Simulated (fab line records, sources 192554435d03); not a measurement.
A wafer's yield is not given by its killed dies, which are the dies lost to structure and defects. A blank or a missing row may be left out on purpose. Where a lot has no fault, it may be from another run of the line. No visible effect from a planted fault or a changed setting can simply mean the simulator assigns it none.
Split-lot experiment + flow n5 finfet + 39 wafers read from 7 lots, route of 1938 steps

ABOUT THE SPLIT
At N5_BEOL_M1_TRENCH_ETCH_37 (etches SiOC in C4F6/O2, target depth 55.207 nm, time 29 s), the setting target depth a was moved away from the recipe's 552.07 angstrom on 15 of the 39 wafers read, by -56.5% to +56.6%. This setting was run at the recipe's value on the other wafers.

FROM THE SPLIT TO THE READING: what the file shows between them, 2 steps
- N5_BEOL_M1_ETCH_41: etches SiCN in CH3F/O2, target depth 31.9 nm, time 57.8 s
- N5_BEOL_M1_STRIP_97: strips in N2/H2, time 10 s

THE READING
trench depth nm, in nm, at N5_BEOL_M1_OCD_MEAS_38. A value of 55.1 nm with a standard deviation of 0.79 nm is what fault-free wafers of this fab line usually give.

| wafer  | tool, chamber at the split | target depth a as run, angstrom | against the recipe | trench depth nm, nm | against lot-mates on the recipe |
|--------|----------------------------|---------------------------------|--------------------|---------------------|---------------------------------|
| L074.1 | rie diel-03, 2             | 552.07                          | recipe             | 55.0                | -                               |
| L074.2 | rie diel-03, 0             | 240.2                           | -56.5%             | 23.6                | -31.8                           |
| L074.3 | rie diel-03, 1             | 552.07                          | recipe             | 55.2                | -                               |
| L074.4 | rie diel-03, 3             | 240.2                           | -56.5%             | 24.0                | -31.4                           |
| L074.5 | rie diel-03, 1             | 552.07                          | recipe             | 56.1                | -                               |
| L074.6 | rie diel-03, 2             | 240.2                           | -56.5%             | 23.8                | -31.6                           |
| L075.1 | rie diel-06, 3             | 828.1                           | +50.0%             | 82.6                | +27.5                           |
| L075.2 | rie diel-06, 0             | 552.07                          | recipe             | 55.2                | -                               |
| L075.3 | rie diel-06, 1             | 552.07                          | recipe             | 54.5                | -                               |
| L075.4 | rie diel-06, 2             | 552.07                          | recipe             | 55.7                | -                               |
| L075.5 | rie diel-06, 1             | 828.1                           | +50.0%             | 81.1                | +26.0                           |
| L075.6 | rie diel-06, 2             | 828.1                           | +50.0%             | 81.9                | +26.8                           |
| L081.1 | rie diel-01, 3             | 774.2                           | +40.2%             | 78.7                | +22.8                           |
| L081.2 | rie diel-01, 2             | 552.07                          | recipe             | 56.5                | -                               |
| L081.3 | rie diel-01, 1             | 774.2                           | +40.2%             | 77.3                | +21.4                           |
| L081.4 | rie diel-01, 0             | 552.07                          | recipe             | 54.8                | -                               |
| L081.5 | rie diel-01, 1             | 774.2                           | +40.2%             | 77.0                | +21.1                           |
| L081.6 | rie diel-01, 2             | 552.07                          | recipe             | 56.4                | -                               |
| L086.1 | rie diel-01, 3             | 552.07                          | recipe             | 56.2                | -                               |
| L086.4 | rie diel-01, 2             | 552.07                          | recipe             | 56.3                | -                               |
| L086.5 | rie diel-01, 2             | 552.07                          | recipe             | 55.8                | -                               |
| L087.1 | rie diel-03, 2             | 552.07                          | recipe             | 55.4                | -                               |
| L087.2 | rie diel-03, 0             | 552.07                          | recipe             | 55.1                | -                               |
| L087.3 | rie diel-03, 3             | 552.07                          | recipe             | 55.9                | -                               |
| L087.4 | rie diel-03, 1             | 552.07                          | recipe             | 56.0                | -                               |
| L087.5 | rie diel-03, 0             | 552.07                          | recipe             | 54.7                | -                               |
| L087.6 | rie diel-03, 3             | 552.07                          | recipe             | 55.0                | -                               |
| L088.1 | rie diel-01, 2             | 552.07                          | recipe             | 56.3                | -                               |
| L088.2 | rie diel-01, 3             | 552.07                          | recipe             | 56.1                | -                               |
| L088.3 | rie diel-01, 1             | 552.07                          | recipe             | 54.9                | -                               |
| L088.4 | rie diel-01, 0             | 864.5                           | +56.6%             | 85.8                | +30.0                           |
| L088.5 | rie diel-01, 3             | 864.5                           | +56.6%             | 87.8                | +32.0                           |
| L088.6 | rie diel-01, 0             | 864.5                           | +56.6%             | 85.6                | +29.8                           |
| L090.1 | rie diel-01, 3             | 279.5                           | -49.4%             | 27.9                | -28.0                           |
| L090.2 | rie diel-01, 2             | 552.07                          | recipe             | 56.6                | -                               |
| L090.3 | rie diel-01, 0             | 552.07                          | recipe             | 54.8                | -                               |
| L090.4 | rie diel-01, 1             | 279.5                           | -49.4%             | 27.2                | -28.7                           |
| L090.5 | rie diel-01, 1             | 279.5                           | -49.4%             | 26.9                | -29.0                           |
| L090.6 | rie diel-01, 2             | 552.07                          | recipe             | 56.2                | -                               |

THE FIT
A straight line over all 39 wafers: trench depth nm changes by +0.552 nm for each +1% of target depth a; r = +1.00; the points scatter about the line by 0.8 nm.
The same after taking each lot's own level away (the mean of its wafers on the recipe; 39 wafers): +0.552 nm for each +1%; r = +1.00; scatter 0.74 nm.
That fit puts the effect of the largest move of target depth a on the reading at 31 nm.
The span of the lots' own levels, 55.13 to 56.10 nm, comes to 1.2 times the standard deviation stated above.
The two slopes are in agreement: the lot-to-lot level therefore moves the slope only a little.
Check: for one of the wafers moved furthest among these (+56.6%), held out of the fit, the line's prediction against its lot-mates is +31.1 nm. It came out at +30 nm against them.

THE OTHER SPLITS THESE WAFERS WENT THROUGH
Other splits were also applied to these wafers ahead of the reading. Each is held against what the fit with the lots' levels taken away leaves over:
| other split on the same wafers              | wafers away from the commonest value | r with trench depth nm (lot level and that fit taken away) |
|---------------------------------------------|--------------------------------------|------------------------------------------------------------|
| N5_FIN_SAQP_HM_DEP_03 time s                | 15                                   | -0.02                                                      |
| N5_HKMG_FIN_ALD_72 ald cycles               | 9                                    | +0.08                                                      |
| N5_MOL_CONTACT_COAG_ETCH_124 target depth a | 18                                   | -0.03                                                      |

THE WHOLE CHAIN: every reading that the file lists as answering this split, in the file's order
| step                      | what it does                                              | reading                                                                          | change (the file's fit)                | r (the file's) |
|---------------------------|-----------------------------------------------------------|----------------------------------------------------------------------------------|----------------------------------------|----------------|
| N5_BEOL_M1_TRENCH_ETCH_37 | etches SiOC in C4F6/O2, target depth 55.207 nm, time 29 s | BEOL_M1.feature depth nm (the simulator's own value, which no gauge read)        | +0.552 nm for each +1% of the setting  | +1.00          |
| N5_BEOL_M1_TRENCH_ETCH_37 | etches SiOC in C4F6/O2, target depth 55.207 nm, time 29 s | etch.depth nm (the simulator's own value, which no gauge read)                   | +0.552 nm for each +1% of the setting  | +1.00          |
| N5_BEOL_M1_TRENCH_ETCH_37 | etches SiOC in C4F6/O2, target depth 55.207 nm, time 29 s | TiN_of_BEOL_M1_HM_DEP_02.thk nm (the simulator's own value, which no gauge read) | -0.0231 nm for each +1% of the setting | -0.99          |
| N5_BEOL_M1_OCD_MEAS_38    |                                                           | trench depth nm                                                                  | +0.552 nm for each +1% of the setting  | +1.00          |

FILE'S OWN FIT
trench depth nm changes by +0.552 nm for each +1% of target depth a, r = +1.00.
